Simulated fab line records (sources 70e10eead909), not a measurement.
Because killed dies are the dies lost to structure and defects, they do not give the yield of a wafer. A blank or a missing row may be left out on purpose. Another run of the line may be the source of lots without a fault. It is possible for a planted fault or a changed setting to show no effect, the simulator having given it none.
fab line records | flow nand-harc | part 1 of 2: steps 1 to 3 of 6
[record] lots = 21 wafers = 63 last-day = 34
route steps=1302 shown A_STAIRCASE@670
lots that met no fault: taken from a fault-free run of the same line
start-h: the number of hours between the record's first day and the start of the first shown wafer of the lot | wait-h: hours since the lot's step before | " repeats the value in the row above | L1.1+2: a single row standing in for several wafers | - value missing, or start not given | * or withheld: withheld | < > ~ a bound
route shown NAME@n: NAME is a module with steps in the file, n the number in the route of the first one | usual: mean/standard deviation of fault-free wafers | same: alike in all rows | chamber/n: place in a boat | sites: the reading at each site | _std_site: standard deviation across them | _edge_site: mean of outer sites minus mean of inner sites | radius-mm: for every site, how far away it sits from the centre of the wafer | mask NAME#n: copy n | behind: the tool/chamber that last shaped the wafer | hold: cause of the lot's hold/its duration in hours/its outcome | device: which transistor (n, p or np) failed to switch | end of line: at the end of the route, the tests of the same wafers | a step with no rows: only its recipe | killed: count of dies lost to structure and defects at first sort (not the wafer's yield) | map: a wafer's dies, x killed, . not, _ none there
set.NAME: the setting as run; set.NAME@STEP: as run at that earlier step | model.NAME: the simulator's own value behind a step, which no gauge read
a sample of lots followed through the steps of the route, with each step as a table and each wafer as a row
services: a tool's chamber out of use, with start hour (start-h, from the record's first day; less than 0 if before it), hours out, and reason
[[steps]]
[step NHARC_A_STAIRCASE_TRIM_14]
[recipe] time-s = 211.2 o2-flow-sccm = 500 ar-flow-sccm = 0 bias-w = 0 chemistry = O2
[usual] drypump-motor-current-A = 5.7/0.39 mfc-ar-sccm = 0.007/0.0098 oes-product-au = 1.000/0.012 rf-vpp-V = 57.7/0.94 showerhead-plenum-p-Torr = 3.48/0.16 throttle-valve-pct = 17.036/0.0089
[same] time-s = 211.2
// columns lot.wafer tool chamber start-h wait-h drypump-motor-current-A mfc-ar-sccm oes-product-au rf-hours-counter-h rf-vpp-V showerhead-plenum-p-Torr throttle-valve-pct
L075.4 rie-diel-07 2 - - 6.2 0.030 0.980 - 57.8 3.80 17.042
L075.5 " 3 " " 5.4 0 0.979 - 57.5 3.40 17.035
L075.6 " 0 " " 6.0 0 0.968 - 58.4 3.32 17.036
L074.1 rie-diel-10 3 - - 5.5 0.019 1.002 31 55.9 3.37 17.026
L074.2 " 0 " " 5.5 0.010 1.007 36 57.3 3.41 17.034
L074.4 " 2 " " 5.6 0.006 1.022 29 57.6 3.34 17.051
L077.3 rie-diel-07 2 - - 6.1 0.030 0.991 24 58.8 3.79 17.042
L077.1 " 3 " " 5.5 0 0.988 26 56.9 3.39 17.049
L077.5 " 0 " " 6.0 0 0.983 - 58.6 3.32 17.020
L079.2 rie-diel-10 2 - - 5.5 0.006 1.020 46 57.5 3.33 17.038
L079.4 " 1 " " 5.3 0 0.996 53 57.2 3.57 17.034
L079.6 " 2 " " 5.6 0.006 1.011 - 58.1 3.33 17.018
L080.4 rie-diel-07 0 - - 6.0 0 0.986 33 56.7 3.31 17.033
L080.5 " 0 " " 6.0 0 0.986 - 56.9 3.31 17.037
L080.6 " 1 " " 5.3 0.000 0.995 - 59.7 3.63 17.037
L082.1 rie-diel-08 0 - - 6.0 0 0.998 12 59.5 3.74 17.045
L082.3 " 1 " " 6.6 0 1.014 13 56.6 3.46 17.032
L082.5 " 0 " " 6.0 0 1.006 - 57.2 3.74 17.041
L081.2 rie-diel-10 1 - - 5.3 0 1.011 0 58.1 3.56 17.045
L081.1 " 2 " " 5.6 0.006 1.017 0 56.1 3.32 17.040
L081.4 " 0 " " 5.5 0.010 1.010 - 59.2 3.39 17.035
L083.4 rie-diel-10 1 - - 5.3 0 0.999 8 57.6 3.56 17.022
L083.3 " 2 " " 5.6 0.006 1.022 7 57.8 3.32 17.045
L083.5 " 3 " " 5.5 0.019 1.005 - 56.6 3.36 17.032
L084.4 rie-diel-08 1 - - 6.6 0 1.031 22 59.4 3.46 17.018
L084.2 " 0 " " 6.0 0 1.006 23 58.1 3.73 17.018
L084.6 " 2 " " 6.5 0 1.017 - 57.6 3.66 17.038
L086.2 rie-diel-10 3 - - 5.5 0.019 1.005 13 57.7 3.35 17.037
L086.1 " 0 " " 5.5 0.010 1.014 15 58.8 3.39 17.029
L086.6 " 2 " " 5.6 0.006 1.007 - 56.6 3.32 17.041
L085.3 rie-diel-10 0 - - 5.5 0.010 1.010 16 57.8 3.39 17.021
L085.6 " 0 " " 5.5 0.010 1.011 - 59.6 3.39 17.044
L085.5 " 1 " " 5.3 0 1.002 - 58.1 3.56 17.025
L087.4 rie-diel-07 1 - - 5.3 0.000 1.000 1 58.2 3.62 17.054
L087.1 " 2 " " 6.1 0.030 1.006 1 59.0 3.78 17.027
L087.2 " 3 " " 5.4 0 0.991 1 57.2 3.37 17.022
L088.2 rie-diel-08 1 - - 6.6 0 1.034 35 58.5 3.45 17.049
L088.5 " 2 " " 6.5 0 1.004 - 58.3 3.65 17.041
L088.6 " 3 " " 5.7 0 1.009 - 57.9 3.38 17.047
L089.2 rie-diel-07 2 - - 6.1 0.030 1.012 6 58.0 3.77 17.041
L089.4 " 3 " " 5.5 0 0.995 5 57.0 3.37 17.046
L089.1 " 1 " " 5.3 0.000 1.004 6 58.6 3.62 17.042
L091.4 rie-diel-10 2 - - 5.6 0.006 1.020 29 58.7 3.31 17.041
L091.2 " 3 " " 5.4 0.019 1.006 26 55.4 3.35 17.025
L091.1 " 0 " " 5.5 0.010 1.004 29 57.0 3.38 17.042
L090.3 rie-diel-07 2 - - 6.1 0.030 1.000 13 57.4 3.77 17.044
L090.6 " 2 " " 6.1 0.030 0.994 - 59.5 3.77 17.050
L090.5 " 3 " " 5.5 0 0.991 - 57.0 3.37 17.039
L093.4 rie-diel-07 2 - - 6.2 0.030 0.996 18 58.5 3.77 17.023
L093.6 " 1 " " 5.3 0.000 0.997 - 57.9 3.61 17.047
L093.5 " 2 " " 6.2 0.030 1.001 - 56.5 3.77 17.046
L092.1 rie-diel-08 0 - - 6.0 0 0.994 48 57.5 3.72 17.022
L092.3 " 1 " " 6.6 0 1.021 50 57.9 3.44 17.036
L092.2 " 2 " " 6.5 0 1.006 55 58.0 3.64 17.030
L095.1 rie-diel-10 0 - - 5.5 0.010 0.996 55 56.1 3.36 17.034
L095.2 " 2 " " 5.5 0.006 1.018 56 58.0 3.29 17.038
L095.6 " 3 " " 5.5 0.019 1.004 - 57.7 3.34 17.040
L096.1 rie-diel-07 0 - - 6.0 0 1.003 29 57.4 3.29 17.035
L096.2 " 3 " " 5.5 0 0.984 30 58.3 3.36 17.033
L096.6 " 0 " " 6.0 0 0.991 - 56.6 3.29 17.026
L097.3 rie-diel-08 1 - - 6.6 0 0.992 13 56.1 3.43 17.027
L097.4 " 2 " " 6.5 0 0.981 7 56.1 3.64 17.038
L097.5 " 0 " " 5.9 0 0.985 - 58.9 3.71 17.033
[step NHARC_A_STAIRCASE_TRIM_18]
[recipe] time-s = 211.2 o2-flow-sccm = 500 ar-flow-sccm = 0 bias-w = 0 chemistry = O2
[usual] drypump-motor-current-A = 5.7/0.4 mfc-ar-sccm = 0.006/0.0095 oes-product-au = 0.999/0.012 rf-vpp-V = 57.8/0.88 showerhead-plenum-p-Torr = 3.48/0.16 throttle-valve-pct = 17.035/0.0085
[same] time-s = 211.2
// columns lot.wafer tool chamber start-h wait-h drypump-motor-current-A mfc-ar-sccm oes-product-au rf-hours-counter-h rf-vpp-V showerhead-plenum-p-Torr throttle-valve-pct
L075.4 rie-diel-07 3 - - 5.5 0 0.988 - 56.7 3.40 17.031
L075.5 " 0 " " 6.0 0 0.980 - 58.6 3.32 17.034
L075.6 " 2 " " 6.2 0.030 0.996 - 56.8 3.80 17.029
L074.2 rie-diel-10 0 - - 5.5 0.010 1.000 40 56.4 3.41 17.047
L074.1 " 1 " " 5.3 0 0.987 39 57.6 3.58 17.032
L074.4 " 2 " " 5.6 0.006 1.010 31 56.5 3.34 17.026
L077.1 rie-diel-07 3 - - 5.5 0 0.992 26 56.9 3.39 17.035
L077.3 " 0 " " 6.0 0 0.978 24 55.8 3.32 17.038
L077.5 " 3 " " 5.5 0 0.995 - 58.8 3.39 17.034
L079.2 rie-diel-10 1 - - 5.3 0 0.990 53 55.9 3.57 17.041
L079.4 " 2 " " 5.6 0.006 1.002 46 57.4 3.33 17.032
L079.6 " 0 " " 5.5 0.010 1.013 - 57.9 3.40 17.028
L080.4 rie-diel-07 1 - - 5.3 0.000 0.996 29 58.1 3.63 17.037
L080.6 " 3 " " 5.4 0 0.984 - 56.9 3.38 17.020
L080.5 " 0 " " 6.0 0 0.986 - 56.5 3.31 17.030
L082.1 rie-diel-08 2 - - 6.5 0 1.000 14 58.4 3.66 17.039
L082.3 " 1 " " 6.7 0 1.012 13 57.1 3.46 17.027
L082.5 " 2 " " 6.5 0 0.999 - 58.7 3.66 17.050
L081.1 rie-diel-10 2 - - 5.6 0.006 1.010 1 57.0 3.32 17.041
L081.2 " 1 " " 5.3 0 0.997 1 58.5 3.56 17.049
L081.4 " 0 " " 5.5 0.010 1.025 - 56.4 3.39 17.029
L083.3 rie-diel-10 0 - - 5.5 0.010 1.002 9 57.3 3.39 17.028
L083.4 " 3 " " 5.5 0.019 1.000 5 57.5 3.36 17.050
L083.5 " 1 " " 5.3 0 0.991 - 58.3 3.56 17.047
L084.4 rie-diel-08 3 - - 5.7 0 1.004 27 58.6 3.39 17.029
L084.2 " 0 " " 5.9 0 1.005 23 57.2 3.73 17.032
L084.6 " 2 " " 6.5 0 1.017 - 58.9 3.66 17.042
L086.2 rie-diel-10 0 - - 5.5 0.010 1.003 15 57.6 3.39 17.039
L086.1 " 1 " " 5.3 0 0.995 14 59.0 3.56 17.043
L086.6 " 0 " " 5.5 0.010 1.012 - 57.3 3.39 17.055
L085.3 rie-diel-10 3 - - 5.5 0.019 1.002 14 56.8 3.35 17.040
L085.5 " 1 " " 5.3 0 0.996 - 59.0 3.56 17.035
L085.6 " 2 " " 5.6 0.006 1.017 - 57.0 3.31 17.051
L087.1 rie-diel-07 1 - - 5.3 0.000 0.993 1 58.0 3.62 17.045
L087.4 " 2 " " 6.2 0.030 0.996 1 58.1 3.78 17.028
L087.2 " 3 " " 5.5 0 0.982 1 57.0 3.37 17.037
L088.2 rie-diel-08 1 - - 6.6 0 1.009 35 57.7 3.45 17.033
L088.6 " 2 " " 6.5 0 1.009 - 60.3 3.65 17.021
L088.5 " 3 " " 5.7 0 0.993 - 57.5 3.38 17.042
L089.4 rie-diel-07 3 - - 5.5 0 0.981 5 57.7 3.37 17.036
L089.1 " 0 " " 5.9 0 0.999 5 58.7 3.30 17.012
L089.2 " 2 " " 6.2 0.030 0.991 6 59.4 3.77 17.040
L091.2 rie-diel-10 2 - - 5.5 0.006 1.028 29 57.4 3.31 17.036
L091.4 " 0 " " 5.5 0.010 1.009 29 57.9 3.38 17.036
L091.1 " 1 " " 5.3 0 1.001 30 59.0 3.55 17.033
L090.3 rie-diel-07 0 - - 5.9 0 0.991 11 58.3 3.30 17.039
L090.5 " 2 " " 6.2 0.030 0.996 - 57.0 3.77 17.040
L090.6 " 3 " " 5.5 0 0.979 - 59.5 3.37 17.026
L093.4 rie-diel-07 1 - - 5.3 0.000 0.990 20 58.7 3.61 17.036
L093.5 " 0 " " 6.0 0 1.002 - 56.6 3.30 17.034
L093.6 " 1 " " 5.3 0.000 0.997 - 57.6 3.61 17.045
L092.3 rie-diel-08 1 - - 6.6 0 1.035 50 57.5 3.44 17.040
L092.1 " 2 " " 6.6 0 1.012 55 58.6 3.64 17.026
L092.2 " 0 " " 6.0 0 0.995 48 58.4 3.72 17.039
L095.2 rie-diel-10 1 - - 5.3 0 0.981 59 58.6 3.53 17.048
L095.1 " 2 " " 5.6 0.006 1.016 58 57.1 3.29 17.044
L095.6 " 1 " " 5.3 0 1.003 - 57.9 3.53 17.032
L096.1 rie-diel-07 2 - - 6.2 0.030 1.008 32 58.8 3.76 17.060
L096.2 " 3 " " 5.4 0 0.994 30 57.6 3.36 17.033
L096.6 " 1 " " 5.3 0.000 1.005 - 58.1 3.60 17.031
L097.4 rie-diel-08 3 - - 5.7 0 1.005 7 57.0 3.37 17.032
L097.3 " 0 " " 6.0 0 0.999 14 57.5 3.71 17.034
L097.5 " 3 " " 5.7 0 0.991 - 56.9 3.37 17.020
[step NHARC_A_STAIRCASE_TRIM_20]
[recipe] time-s = 211.2 o2-flow-sccm = 500 ar-flow-sccm = 0 bias-w = 0 chemistry = O2
[usual] drypump-motor-current-A = 5.7/0.42 mfc-ar-sccm = 0.006/0.0096 oes-product-au = 1.002/0.011 rf-vpp-V = 57.6/1 showerhead-plenum-p-Torr = 3.48/0.16 throttle-valve-pct = 17.036/0.0084
[same] time-s = 211.2
// columns lot.wafer tool chamber start-h wait-h drypump-motor-current-A mfc-ar-sccm oes-product-au rf-hours-counter-h rf-vpp-V showerhead-plenum-p-Torr throttle-valve-pct
L075.4 rie-diel-07 3 358.07 0.2 5.5 0 0.992 - 56.2 3.40 17.041
L075.6 " 0 " " 5.9 0 0.977 - 56.7 3.32 17.031
L075.5 " 2 " " 6.2 0.030 0.991 - 58.9 3.80 17.031
L074.1 rie-diel-07 0 360.99 0.1 6.0 0 0.987 14 57.7 3.32 17.035
L074.4 " 1 " " 5.3 0.000 0.989 10 59.1 3.64 17.027
L074.2 " 3 " " 5.4 0 0.987 15 58.2 3.40 17.024
L077.1 rie-diel-07 3 392.80 0.1 5.5 0 0.995 26 57.6 3.39 17.030
L077.3 " 0 " " 6.0 0 0.980 24 58.6 3.32 17.041
L077.5 " 0 " " 6.0 0 0.988 - 55.9 3.32 17.037
L079.4 rie-diel-08 1 404.38 0.1 6.6 0 1.005 7 58.5 3.47 17.046
L079.2 " 3 " " 5.7 0 0.995 7 59.4 3.40 17.033
L079.6 " 1 " " 6.6 0 1.008 - 58.2 3.47 17.022
L080.4 rie-diel-07 1 430.72 0.1 5.3 0.000 1.004 29 59.1 3.63 17.031
L080.5 " 0 " " 6.0 0 0.984 - 57.1 3.31 17.029
L080.6 " 1 " " 5.3 0.000 0.995 - 59.9 3.63 17.039
L082.3 rie-diel-10 0 431.54 0.1 5.5 0.010 1.011 1 57.2 3.39 17.029
L082.1 " 2 " " 5.6 0.006 1.007 1 55.7 3.32 17.041
L082.5 " 1 " " 5.3 0 0.993 - 57.7 3.56 17.035
L081.1 rie-diel-08 1 431.56 0.1 6.6 0 1.023 13 56.3 3.46 17.030
L081.2 " 3 " " 5.7 0 0.997 14 56.4 3.40 17.035
L081.4 " 0 " " 6.0 0 1.004 13 58.4 3.74 17.036
L083.3 rie-diel-10 0 451.75 0.1 5.5 0.010 1.005 9 57.0 3.39 17.033
L083.4 " 1 " " 5.3 0 1.000 8 58.0 3.56 17.034
L083.5 " 1 " " 5.3 0 1.002 - 58.9 3.56 17.040
L084.2 rie-diel-08 3 470.77 0.1 5.7 0 0.994 27 56.1 3.39 17.039
L084.4 " 0 " " 6.0 0 1.005 23 58.6 3.73 17.051
L084.6 " 1 " " 6.6 0 1.017 - 58.0 3.46 17.036
L086.2 rie-diel-10 3 474.56 0.1 5.4 0.019 1.010 13 56.4 3.35 17.031
L086.1 " 1 " " 5.3 0 0.998 14 57.4 3.56 17.033
L086.6 " 2 " " 5.6 0.006 1.010 - 56.8 3.31 17.031
L085.3 rie-diel-10 2 476.61 0.2 5.6 0.006 1.010 16 57.1 3.31 17.030
L085.5 " 3 " " 5.5 0.019 1.001 - 57.3 3.35 17.041
L085.6 " 0 " " 5.5 0.010 1.005 - 57.1 3.39 17.037
L087.4 rie-diel-10 1 485.45 0.1 5.3 0 1.010 20 57.4 3.55 17.046
L087.1 " 2 " " 5.5 0.006 1.016 20 55.9 3.31 17.016
L087.2 " 3 " " 5.5 0.019 1.015 18 57.0 3.35 17.048
L088.2 rie-diel-10 2 505.09 0.1 5.6 0.006 1.011 23 56.7 3.31 17.046
L088.5 " 3 " " 5.5 0.019 0.990 - 58.2 3.35 17.036
L088.6 " 0 " " 5.5 0.010 1.020 - 56.3 3.38 17.039
L089.4 rie-diel-07 0 505.26 0.1 6.0 0 1.007 5 56.6 3.30 17.034
L089.1 " 1 " " 5.3 0.000 1.014 6 58.2 3.62 17.025
L089.2 " 3 " " 5.4 0 1.003 6 58.3 3.37 17.043
L091.1 rie-diel-10 3 514.84 0.1 5.5 0.019 0.999 26 56.0 3.35 17.032
L091.4 " 0 " " 5.5 0.010 1.017 29 57.4 3.38 17.011
L091.2 " 1 " " 5.3 0 0.996 30 58.9 3.55 17.038
L090.3 rie-diel-10 2 517.10 0.1 5.5 0.006 1.028 30 56.7 3.31 17.043
L090.6 " 3 " " 5.5 0.019 1.007 - 59.4 3.35 17.029
L090.5 " 0 " " 5.5 0.010 1.015 - 57.4 3.38 17.039
L093.4 rie-diel-07 1 535.48 0.1 5.3 0.000 1.003 20 58.2 3.61 17.050
L093.5 " 0 " " 6.0 0 0.999 - 58.1 3.30 17.048
L093.6 " 1 " " 5.3 0.000 0.994 - 56.3 3.61 17.027
L092.2 rie-diel-08 1 539.79 0.1 6.6 0 1.015 50 55.8 3.44 17.021
L092.3 " 2 " " 6.5 0 1.012 55 57.5 3.64 17.035
L092.1 " 3 " " 5.7 0 0.987 53 57.4 3.37 17.026
L095.1 rie-diel-07 1 583.20 0.1 5.3 0.000 0.997 31 58.1 3.60 17.036
L095.2 " 2 " " 6.1 0.030 1.006 32 58.7 3.76 17.038
L095.6 " 2 " " 6.2 0.030 1.010 - 58.9 3.76 17.032
L096.2 rie-diel-10 3 585.07 0.1 5.4 0.019 0.996 49 57.3 3.33 17.043
L096.1 " 0 " " 5.5 0.010 1.004 57 58.0 3.36 17.040
L096.6 " 2 " " 5.6 0.006 1.022 - 57.5 3.29 17.033
L097.3 rie-diel-08 2 591.74 0.1 6.5 0 0.999 7 55.9 3.64 17.026
L097.4 " 0 " " 6.0 0 1.007 14 58.6 3.71 17.047
L097.5 " 3 " " 5.7 0 0.999 - 57.2 3.37 17.032
